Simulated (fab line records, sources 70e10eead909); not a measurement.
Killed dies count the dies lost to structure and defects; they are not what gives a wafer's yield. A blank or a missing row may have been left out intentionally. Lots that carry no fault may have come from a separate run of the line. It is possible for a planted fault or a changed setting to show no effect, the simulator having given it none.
Struck lot and sound lot, side by side / flow nandHarc / 15 out of 1302 route steps
Sound: these wafers, L761.2, L761.4, L761.6. Struck: wafer L776.3 (L776.1, L776.6, from the same lot, were not struck and are left out); the cause is given at the end.
Each step with rows lists, per side, the tool, then ch with its chambers, then its first start. Under that, the readings that differ: sound wafers / struck wafers / difference of the means / sigmas: that difference in standard deviations of wafers without a fault.
alike: readings whose means differ by less than 2 such deviations, and words and numbers that are the same on both sides. not compared: withheld readings, readings that some wafer has no value for, bounds like >300 that may hide the same value, and numbers for which the record gives no deviation and whose values overlap.
Wherever a step has rows on one side only, a row that says differs or no value, or a row with sigmas, the two part there. Numbers that don't overlap but have no deviation are shown without sigmas and don't part them. A reading missing from all wafers of one side parts the sides only when that side holds two or more wafers.

first, 8 steps without rows for these wafers: NHARC_THIN_TSV_DEHYDRATE_25 (time 120 s); NHARC_THIN_TSV_HMDS_26 (time 30 s); NHARC_THIN_TSV_COAT_27; NHARC_THIN_TSV_SOFTBAKE_28 (time 95 s); NHARC_THIN_TSV_EBR_29; NHARC_THIN_TSV_EXPOSE_30 (exposes mask PAD); NHARC_THIN_TSV_PEB_31 (peb time 85 s); NHARC_THIN_TSV_DEVELOP_32 (time 70 s).
NHARC_THIN_TSV_CD_MEAS_33 targets a cd of 5000 nm.
  sound on cdSem-02 ch 0, day 25 08:49; struck on cdSem-02 ch 0, day 32 10:59
  alike: cdNm
then, 1 step without rows for these wafers: NHARC_THIN_TSV_HARDBAKE_34 (time 80 s).
NHARC_THIN_TSV_DESCUM_35: chemistry O2, time 3 s.
  sound on rieDiel-12 ch 2,3, day 25 08:58; struck on rieDiel-12 ch 1, day 32 11:08
reading=rfVppV (V); sound=57.3 57.6 56.5; struck=58.9; difference=+1.8; sigmas=+2
reading=showerheadPlenumPTorr (Torr); sound=1.81 1.97 1.81; struck=2.04; difference=+0.18; sigmas=+2
  alike: drypumpMotorCurrentA, oesProductAu, throttleValvePct
  not compared: rfHoursCounterH
NHARC_THIN_TSV_ETCH_59: etches the open film in Cl2/BCl3, target depth 880 nm, time 138.1 s.
  sound on rieMetal-03 ch 1, day 25 09:08; struck on rieMetal-03 ch 0, day 32 11:18
reading=oesProductAu (a.u.); sound=0.985 0.982 0.984; struck=1.014; difference=+0.030; sigmas=+3
  alike: drypumpMotorCurrentA, heBacksideLeakSccm, throttleValvePct
  not compared: rfHoursCounterH
NHARC_THIN_TSV_ETCH_36: etches the open film in Cl2/BCl3, target depth 65 nm, time 18.571 s.
  sound on rieMetal-03 ch 0,1, day 25 09:22; struck on rieMetal-03 ch 1, day 32 11:32
reading=oesProductAu (a.u.); sound=0.988 0.999 0.978; struck=0.834; difference=-0.154; sigmas=-14
  alike: drypumpMotorCurrentA, heBacksideLeakSccm
  not compared: rfHoursCounterH
NHARC_THIN_TSV_STRIP_56: strips in O2.
  sound on plasmaAsher-02 ch 0,1, day 25 09:28; struck on plasmaAsher-02 ch 0, day 32 11:40
  alike: drypumpMotorCurrentA, heaterPowerW
  not compared: rfHoursCounterH
NHARC_END_SORT_01:
  the record has rows for the struck wafers here (prober-02 ch 0, day 33 02:31) and none for the sound ones

== WHERE THEY PART ==
At NHARC_THIN_TSV_DESCUM_35 first; at NHARC_END_SORT_01 last (within this record only).

WHY: whatever the simulator had introduced
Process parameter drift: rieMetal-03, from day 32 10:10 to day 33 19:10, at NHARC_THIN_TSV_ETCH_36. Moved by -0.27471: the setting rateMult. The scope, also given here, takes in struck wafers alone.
